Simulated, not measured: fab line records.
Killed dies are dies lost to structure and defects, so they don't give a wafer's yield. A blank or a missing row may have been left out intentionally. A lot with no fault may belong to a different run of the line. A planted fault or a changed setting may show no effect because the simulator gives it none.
Matching of chambers ; flow n5_finfet ; 4 sister chambers for N5_BEOL_M5_ETCH_67 on rie_diel-06
The step etches SiARC in CF4, target depth 15.6 nm, time 26 s. 18 wafers are shown with their chamber, then 9 later ones without.

WAFERS, EACH WITH ITS CHAMBER
wafer;chamber;showerhead_plenum_p_Torr (Torr);throttle_valve_pct (%);oes_product_au (a.u.)
L076.2;1;2.07;16.1;0.64
L076.5;0;2.11;15.2;0.78
L076.6;1;2.07;16.1;0.64
L075.1;3;2.29;15.8;0.79
L075.4;2;2.21;15.4;0.61
L075.5;2;2.21;15.3;0.60
L080.2;0;2.11;15.2;0.76
L080.4;2;2.21;15.4;0.59
L080.5;3;2.28;15.8;0.78
L085.2;0;2.11;15.3;0.75
L085.3;1;2.07;16.1;0.63
L085.6;1;2.07;16.1;0.64
L088.1;0;2.10;15.3;0.74
L088.5;1;2.06;16.2;0.62
L088.6;0;2.10;15.3;0.74
L087.1;2;2.21;15.4;0.59
L087.2;1;2.06;16.2;0.63
L087.6;0;2.10;15.3;0.74

SIGNATURES, as means of the wafers listed above
reading;chamber 0;chamber 1;chamber 2;chamber 3;scatter within a chamber
showerhead_plenum_p_Torr;2.1050;2.0667;2.2100;2.2850;0.00488
throttle_valve_pct;15.267;16.133;15.375;15.800;0.0494
oes_product_au;0.7517;0.6333;0.5975;0.7850;0.0118
Rule: for each reading, subtract the chamber's mean from the wafer's reading, divide by that reading's scatter and square the result; add these up over the readings and take the root, which gives the wafer's distance from the chamber. If the next closest chamber is less than 2 further off than the closest, the wafer can't be placed; otherwise it belongs to the closest. How the scatter is found: for the shown wafers, subtract from each reading the mean of its chamber, square and add these, divide the total by (wafers less chambers), then take the root.

WAFERS MISSING THEIR CHAMBER
wafer;showerhead_plenum_p_Torr (Torr);throttle_valve_pct (%);oes_product_au (a.u.)
L090.2;2.10;15.3;0.74
L090.3;2.06;16.2;0.62
L090.6;2.06;16.2;0.62
L095.1;2.20;15.4;0.59
L095.3;2.06;16.2;0.63
L095.6;2.20;15.4;0.59
L096.1;2.06;16.2;0.62
L096.5;2.06;16.2;0.62
L096.6;2.10;15.3;0.72

WHICH CHAMBER EACH WENT THROUGH
wafer;from the rows above;in truth
L090.2;0;0
L090.3;1;1
L090.6;1;1
L095.1;2;2
L095.3;1;1
L095.6;2;2
L096.1;1;1
L096.5;1;1
L096.6;0;0
9 of 9 placed correctly. From these rows, 0 cannot be placed. Wrongly placed: 0.
